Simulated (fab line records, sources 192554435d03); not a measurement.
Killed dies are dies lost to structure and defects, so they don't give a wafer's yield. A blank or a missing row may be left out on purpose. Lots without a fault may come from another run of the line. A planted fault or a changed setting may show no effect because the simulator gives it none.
Which tool did it? | flow n5_finfet | 9 lots, 27 wafers sampled, at 7 steps of a route of 1938

WHAT THE GAUGES READ, wafer by wafer
N5_SD_EPI_P_EPI_MEAS_23. Usual: thk_nm 61.0 nm, standard deviation 1.2.
lot  | measured    | on            | thk_nm (nm)    | flag
L104 | day 4 02:37 | film_metro-02 | 60.6 62.2 61.7 |
L105 | day 4 09:56 | film_metro-02 | 60.3 60.4 63.3 |
L106 | day 4 18:22 | film_metro-02 | 60.3 60.3 59.4 |
L111 | day 6 03:32 | film_metro-01 | 67.2 68.6 68.4 | OFF
L113 | day 6 13:55 | film_metro-02 | 68.3 68.0 65.1 | OFF
L115 | day 6 21:30 | film_metro-02 | 61.1 60.6 60.3 |
L120 | day 8 06:35 | film_metro-02 | 61.1 60.4 61.6 |
L121 | day 8 10:40 | film_metro-01 | 62.4 61.3 60.5 |
L123 | day 8 22:33 | film_metro-02 | 60.4 62.2 61.3 |

N5_SD_ACTIVATION_RS_MEAS_03: measures by four-point-probe. Usual: RS_SD_N 21.89 ohm/sq, standard deviation 0.28; RS_SD_P 56.2 ohm/sq, standard deviation 0.9.
lot  | measured    | on            | RS_SD_N (ohm/sq)  | RS_SD_P (ohm/sq) | flag
L104 | day 4 03:14 | film_metro-02 | 21.91 22.00 22.28 | 58.0 57.5 57.2   |
L105 | day 4 10:38 | film_metro-02 | 21.81 22.14 22.46 | 55.7 55.5 54.6   |
L106 | day 4 19:00 | film_metro-02 | 21.68 21.70 21.95 | 56.0 55.9 56.6   |
L111 | day 6 04:13 | film_metro-02 | 22.03 21.60 21.92 | 48.0 47.8 47.4   | OFF
L113 | day 6 14:31 | film_metro-02 | 22.13 21.85 21.90 | 46.8 47.3 47.0   | OFF
L115 | day 6 22:09 | film_metro-01 | 22.46 22.06 22.26 | 56.1 56.4 56.2   |
L120 | day 8 07:14 | film_metro-01 | 22.30 22.42 22.27 | 55.6 55.5 55.0   |
L121 | day 8 11:19 | film_metro-01 | 21.95 21.68 21.63 | 55.6 54.9 56.3   |
L123 | day 8 23:11 | film_metro-01 | 21.77 21.68 21.60 | 56.8 55.7 56.4   |

N5_BEOL_M4_RC_MEAS_101. Usual: DIBL_N 37.5 mV/V, standard deviation 2.5; DIBL_P 38 mV/V, standard deviation 3.1; IOFF_N 0.19 nA/um, standard deviation 0.059; IOFF_P 0.24 nA/um, standard deviation 0.061; ION_N 679 uA/um, standard deviation 16; ION_P 465 uA/um, standard deviation 9.8; REXT_P 101.0 ohm.um, standard deviation 2.9; RS_SD_P 66.1 ohm/sq, standard deviation 0.96; SS_N 72.0 mV/dec, standard deviation 0.8; SS_P 73.7 mV/dec, standard deviation 0.86; VT_N 248 mV, standard deviation 4.5; VT_P -249 mV, standard deviation 3.5.
lot  | measured     | on        | DIBL_N (mV/V)  | DIBL_P (mV/V) | IOFF_N (nA/um) | IOFF_P (nA/um) | ION_N (uA/um) | ION_P (uA/um) | REXT_P (ohm.um)   | RS_SD_P (ohm/sq) | SS_N (mV/dec)  | SS_P (mV/dec)  | VT_N (mV)   | VT_P (mV)      | flag
L104 | day 8 20:26  | prober-01 | 35.7 33.3 37.1 | 36 34 38      | 0.15 0.11 0.18 | 0.19 0.17 0.24 | 673 651 669   | 458 455 461   | 107.8 107.1 106.4 | 67.6 66.6 66.3   | 71.9 70.6 71.6 | 72.4 71.8 73.8 | 253 255 248 | -250 -253 -249 |
L105 | day 8 20:35  | prober-02 | 37.5 41.0 37.7 | 38 43 38      | 0.19 0.31 0.18 | 0.24 0.37 0.25 | 679 711 683   | 463 480 469   | 102.4 104.1 103.3 | 65.4 65.6 64.4   | 71.3 72.8 72.1 | 73.4 75.0 73.4 | 249 238 248 | -248 -242 -247 |
L106 | day 8 23:56  | prober-02 | 31.0 33.5 33.7 | 28 33 35      | 0.08 0.12 0.13 | 0.12 0.18 0.19 | 644 679 672   | 452 467 462   | 99.5 99.0 100.8   | 66.4 66.5 66.2   | 70.6 69.8 70.2 | 70.8 72.5 73.0 | 259 253 250 | -255 -251 -250 |
L111 | day 11 11:34 | prober-01 | 39.7 33.7 36.6 | 42 34 39      | 0.30 0.13 0.21 | 0.42 0.22 0.33 | 716 670 701   | 495 472 496   | 93.6 94.5 94.0    | 56.4 56.3 55.5   | 72.8 72.0 71.9 | 74.5 73.1 74.5 | 239 252 241 | -236 -247 -241 | OFF
L113 | day 11 13:14 | prober-02 | 35.6 34.5 37.2 | 36 35 39      | 0.15 0.14 0.18 | 0.19 0.19 0.26 | 660 672 678   | 458 463 461   | 92.6 92.1 91.1    | 55.3 56.0 55.9   | 71.4 71.0 71.9 | 73.4 72.7 74.1 | 250 248 246 | -251 -252 -247 | OFF
L115 | day 11 19:13 | prober-02 | 35.8 36.5 38.3 | 36 37 38      | 0.13 0.14 0.19 | 0.21 0.21 0.27 | 659 658 682   | 465 455 471   | 101.2 104.7 102.7 | 65.7 66.1 65.6   | 71.9 71.5 72.0 | 73.3 73.3 74.3 | 256 252 248 | -249 -250 -248 |
L120 | day 13 00:09 | prober-02 | 37.6 35.7 37.4 | 37 34 36      | 0.19 0.16 0.20 | 0.24 0.21 0.24 | 683 667 685   | 463 462 466   | 96.1 94.9 95.7    | 65.8 64.3 64.2   | 72.1 71.5 72.0 | 73.9 73.3 73.8 | 249 249 244 | -249 -250 -250 |
L121 | day 13 22:40 | prober-02 | 40.5 38.6 39.9 | 38 36 38      | 0.23 0.17 0.21 | 0.26 0.22 0.25 | 684 662 687   | 465 460 466   | 101.2 99.7 101.1  | 65.3 65.9 66.4   | 72.7 73.0 71.8 | 73.8 73.4 74.0 | 246 250 250 | -249 -249 -248 |
L123 | day 14 00:07 | prober-02 | 37.5 34.7 37.5 | 39 35 40      | 0.18 0.13 0.19 | 0.22 0.17 0.26 | 679 673 677   | 466 459 463   | 100.1 99.5 98.3   | 66.4 65.3 66.9   | 72.5 71.5 72.1 | 73.7 73.4 74.5 | 251 254 248 | -252 -252 -249 |

WHICH TOOL RAN EACH LOT (tool, then ch and the chambers of the sampled wafers, then the start)
lot  | N5_SD_EPI_N_ETCH_16               | N5_SD_EPI_P_EPI_21             | N5_SD_ACTIVATION_LSA_01           | N5_ILD0_LINER_00
L104 | rie_diel-01 ch 0,1,3, day 3 19:13 | epi_rpcvd-01 ch 0, day 4 00:25 | laser_anneal-01 ch 0, day 4 03:01 | ald_sin-01 ch 1,2, day 4 03:35
L105 | rie_diel-01 ch 0,1, day 4 02:17   | epi_rpcvd-03 ch 0, day 4 07:44 | laser_anneal-02 ch 0, day 4 10:26 | ald_sin-01 ch 1,2,3, day 4 10:59
L106 | rie_diel-01 ch 0,2,3, day 4 11:05 | epi_rpcvd-01 ch 0, day 4 16:32 | laser_anneal-01 ch 0, day 4 18:49 | ald_sin-01 ch 0,3, day 4 19:46
L111 | rie_diel-03 ch 0,2, day 5 16:03   | epi_rpcvd-01 ch 0, day 6 01:04 | laser_anneal-01 ch 0, day 6 04:02 | ald_sin-01 ch 0,1,2, day 6 04:34
L113 | rie_diel-05 ch 1,2,3, day 6 03:36 | epi_rpcvd-01 ch 0, day 6 11:00 | laser_anneal-01 ch 0, day 6 14:19 | ald_sin-01 ch 1,2,3, day 6 15:28
L115 | rie_diel-01 ch 1,3, day 6 13:29   | epi_rpcvd-03 ch 0, day 6 20:01 | laser_anneal-01 ch 0, day 6 21:58 | ald_sin-01 ch 1,3, day 6 22:28
L120 | rie_diel-01 ch 0,1,3, day 7 22:29 | epi_rpcvd-03 ch 0, day 8 05:07 | laser_anneal-02 ch 0, day 8 07:03 | ald_sin-04 ch 0,2,3, day 8 07:34
L121 | rie_diel-03 ch 0,2,3, day 8 03:18 | epi_rpcvd-02 ch 0, day 8 09:11 | laser_anneal-01 ch 0, day 8 11:08 | ald_sin-03 ch 0,1,3, day 8 13:08
L123 | rie_diel-01 ch 0,1, day 8 15:07   | epi_rpcvd-02 ch 0, day 8 20:43 | laser_anneal-01 ch 0, day 8 22:59 | ald_sin-01 ch 0,1,3, day 8 23:31
- N5_SD_EPI_N_ETCH_16: etches SiO2 in CHF3/O2, target depth 5 nm.
- N5_SD_EPI_P_EPI_21: deposits SiGe:B, time 355 s.
- N5_SD_ACTIVATION_LSA_01: time 0.0008 s.
- N5_ILD0_LINER_00: material SiNx, target thk 4 nm, pulse time 1 s, purge time 2 s.

WHAT THE TOOLS THEMSELVES READ (means of the sampled wafers that have a number; where no wafer has one, the mark that the record gives instead)
N5_SD_EPI_N_ETCH_16. Usual: drypump_motor_current_A 5.5 A, standard deviation 0.42; oes_product_au 0.78 a.u., standard deviation 0.097; rf_vpp_V 521 V, standard deviation 17; showerhead_plenum_p_Torr 2.42 Torr, standard deviation 0.086; throttle_valve_pct 19.00 %, standard deviation 0.28.
lot  | tool        | drypump_motor_current_A (A) | oes_product_au (a.u.) | rf_vpp_V (V) | showerhead_plenum_p_Torr (Torr) | throttle_valve_pct (%) | flag
L104 | rie_diel-01 | 5.5                         | 0.74                  | 517          | 2.48                            | 19.04                  |
L105 | rie_diel-01 | 5.6                         | 0.69                  | 512          | 2.50                            | 19.27                  |
L106 | rie_diel-01 | 5.8                         | 0.74                  | 520          | 2.41                            | 19.12                  |
L111 | rie_diel-03 | 5.7                         | 0.80                  | 527          | 2.40                            | 19.12                  |
L113 | rie_diel-05 | 5.9                         | 0.83                  | 533          | 2.36                            | 18.79                  |
L115 | rie_diel-01 | 5.3                         | 0.74                  | 512          | 2.47                            | 19.05                  |
L120 | rie_diel-01 | 5.5                         | 0.82                  | 517          | 2.46                            | 18.96                  |
L121 | rie_diel-03 | 5.6                         | 0.81                  | 534          | 2.47                            | 18.96                  |
L123 | rie_diel-01 | 5.3                         | 0.76                  | 506          | 2.48                            | 19.16                  |

N5_SD_EPI_P_EPI_21. Usual: chamber_pressure_Torr 20.00 Torr, standard deviation 0.041.
lot  | tool         | chamber_pressure_Torr (Torr) | flag
L104 | epi_rpcvd-01 | 19.97                        |
L105 | epi_rpcvd-03 | 19.98                        |
L106 | epi_rpcvd-01 | 19.95                        |
L111 | epi_rpcvd-01 | 25.90                        | OFF
L113 | epi_rpcvd-01 | 25.92                        | OFF
L115 | epi_rpcvd-03 | 20.02                        |
L120 | epi_rpcvd-03 | 19.98                        |
L121 | epi_rpcvd-02 | 19.94                        |
L123 | epi_rpcvd-02 | 19.96                        |

N5_SD_ACTIVATION_LSA_01. Usual: wafer_temp_C_max 1085.1, standard deviation 1.
lot  | tool            | wafer_temp_C_max | flag
L104 | laser_anneal-01 | 1084.6           |
L105 | laser_anneal-02 | 1085.2           |
L106 | laser_anneal-01 | 1085.0           |
L111 | laser_anneal-01 | 1083.7           |
L113 | laser_anneal-01 | 1084.5           |
L115 | laser_anneal-01 | 1084.1           |
L120 | laser_anneal-02 | 1085.9           |
L121 | laser_anneal-01 | 1085.6           |
L123 | laser_anneal-01 | 1086.6           |

N5_ILD0_LINER_00. Usual: heater_power_w 860 W, standard deviation 70; precursor_pulse_height_rel 1.000, standard deviation 0.022.
lot  | tool       | heater_power_w (W) | precursor_pulse_height_rel | flag
L104 | ald_sin-01 | 859                | 0.998                      |
L105 | ald_sin-01 | 843                | 1.001                      |
L106 | ald_sin-01 | 863                | 0.995                      |
L111 | ald_sin-01 | 886                | 0.999                      |
L113 | ald_sin-01 | 860                | 1.007                      |
L115 | ald_sin-01 | 878                | 0.991                      |
L120 | ald_sin-04 | 813                | 1.012                      |
L121 | ald_sin-03 | 915                | 1.015                      |
L123 | ald_sin-01 | 886                | 1.003                      |

THE ANSWER, worked out from the rows above alone
Rule: a lot is off if the mean of its wafers that have a number lies more than 3 standard deviations from the usual mean. A lot without any number at a reading at which 4 lots or more have one is off too. The other lots that the step has rows for count as sound. The gauges are gone through in route order, then the tools' own readings, and for those a lot's mean is taken as printed above. The first step at which some lot is off is used, and at that step the reading that is off furthest; a lot without a number counts as furthest.
Off: L111, L113, at N5_SD_EPI_P_EPI_MEAS_23 (thk_nm).
A tool fits if, at a process step before that reading, it ran every lot that is off, and no sound lot after the first of them. The gauges at N5_SD_EPI_P_EPI_MEAS_23 aren't tried: what is off there is off at N5_BEOL_M4_RC_MEAS_101 too, on other tools, and a gauge's error can't cause that. One fits: epi_rpcvd-01 at N5_SD_EPI_P_EPI_21. Its last sound lot is L106 (day 4 16:32), its first lot that is off L111 (day 6 01:04): a fault that began between those two fits.
The tool's own readings at N5_SD_EPI_P_EPI_21 bear it out: on the lots that are off they differ by more than 5 times the standard deviation of the sound lots' means. chamber_pressure_Torr reads 25.91 Torr there against 19.97 Torr on the sound lots.

WHAT THE SIMULATOR HAD PUT IN
Process parameter drift: epi_rpcvd-01, from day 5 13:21 on, at N5_SD_EPI_P_EPI_21. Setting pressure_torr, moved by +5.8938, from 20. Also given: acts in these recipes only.
Lots struck among those shown: L111, L113. The rule above found the same.
